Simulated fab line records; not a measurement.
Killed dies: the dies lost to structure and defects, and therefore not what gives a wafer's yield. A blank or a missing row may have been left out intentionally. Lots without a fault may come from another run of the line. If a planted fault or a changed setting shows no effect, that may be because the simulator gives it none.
Matching of chambers    flow n5_finfet    3 sister chambers for N5_BEOL_M11_PECVD_70 on pecvd-02
The step deposits SiO2 from TEOS/O2, target thk 20 nm, time 22.7 s. 3 wafers are shown with their chamber, then 10 later ones without.

WAFERS WITH THEIR CHAMBER
wafer   chamber  throttle_valve_pct (%)
L081.6  2        23.3
L087.6  1        22.9
L089.5  0        25.5

WAFERS WHOSE CHAMBER IS MISSING
wafer   throttle_valve_pct (%)
L089.6  23.4
L090.2  23.4
L090.5  23.6
L090.6  25.5
L093.3  25.7
L093.5  22.7
L093.6  23.4
L097.1  23.4
L097.2  22.7
L097.6  23.7

THE CHAMBER EACH PASSED THROUGH
wafer   from the rows above      in truth
L089.6  can't be placed: 2 or 1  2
L090.2  can't be placed: 2 or 1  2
L090.5  can't be placed: 2 or 1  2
L090.6  0                        0
L093.3  0                        0
L093.5  can't be placed: 1 or 2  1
L093.6  can't be placed: 2 or 1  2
L097.1  can't be placed: 2 or 1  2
L097.2  can't be placed: 1 or 2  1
L097.6  can't be placed: 2 or 1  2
Correctly placed: 2 of 10. Unplaceable from these rows: 8, with the true chamber sitting among the candidates in 8. 0 placed wrongly.
How it was worked out, from the rows above alone: a wafer's distance from a chamber is the root of the sum, over the readings, of the square of ((its reading less the chamber's mean) divided by the reading's scatter). The wafer belongs to the nearest chamber; if the next one is less than 2 further off, it can't be placed. The mean given for a chamber averages the wafers shown for that chamber. The scatter: root of mean squared gap, hidden wafer to nearest shown wafer, with one shown wafer a chamber.
